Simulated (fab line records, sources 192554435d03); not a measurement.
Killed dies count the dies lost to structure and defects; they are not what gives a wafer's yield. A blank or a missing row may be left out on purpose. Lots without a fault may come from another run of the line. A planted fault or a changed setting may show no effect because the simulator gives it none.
Chamber matching | flow n5 finfet | N5_BEOL_M2_DEP_57 on pecvd-02 has 3 sister chambers
The step deposits SiCN from 3MS/NH3, target thk 8 nm, time 14 s. 6 wafers are shown with their chamber, then 9 later ones without.

## WAFERS PAIRED WITH THEIR CHAMBERS
wafer  | chamber | throttle valve pct (%) | showerhead plenum p Torr (Torr)
L088.4 | 1       | 9.2                    | 3.652
L088.5 | 0       | 9.6                    | 3.680
L088.6 | 2       | 8.2                    | 3.654
L090.4 | 2       | 8.2                    | 3.657
L090.5 | 1       | 9.3                    | 3.652
L090.6 | 0       | 9.6                    | 3.680

## WAFERS WITHOUT THEIR CHAMBER
wafer  | throttle valve pct (%) | showerhead plenum p Torr (Torr)
L089.2 | 9.1                    | 3.651
L089.3 | 9.7                    | 3.686
L089.5 | 9.3                    | 3.652
L093.1 | 9.4                    | 3.684
L093.2 | 9.3                    | 3.658
L093.6 | 8.4                    | 3.654
L095.2 | 9.2                    | 3.659
L095.3 | 8.4                    | 3.658
L095.6 | 8.4                    | 3.654

## CHAMBER TAKEN BY EACH
wafer  | from the rows above | in truth
L089.2 | 1                   | 1
L089.3 | 0                   | 0
L089.5 | 1                   | 1
L093.1 | 0                   | 0
L093.2 | 1                   | 1
L093.6 | 2                   | 2
L095.2 | 1                   | 1
L095.3 | 2                   | 2
L095.6 | 2                   | 2
Correct placement for 9 of the 9. From these rows, 0 cannot be placed. Wrongly placed: 0.
How it was worked out, from the rows above alone: a wafer's distance from a chamber is the root of the sum, over the readings, of the square of ((its reading less the chamber's mean) divided by the reading's scatter). The wafer belongs to the nearest chamber; if the next one is less than 2 further off, it can't be placed. For every chamber, the mean is computed from those of its wafers that are shown. The scatter is the square root of a quotient: the sum, over the shown wafers, of each reading's squared deviation from its chamber's mean, divided by wafers minus chambers.
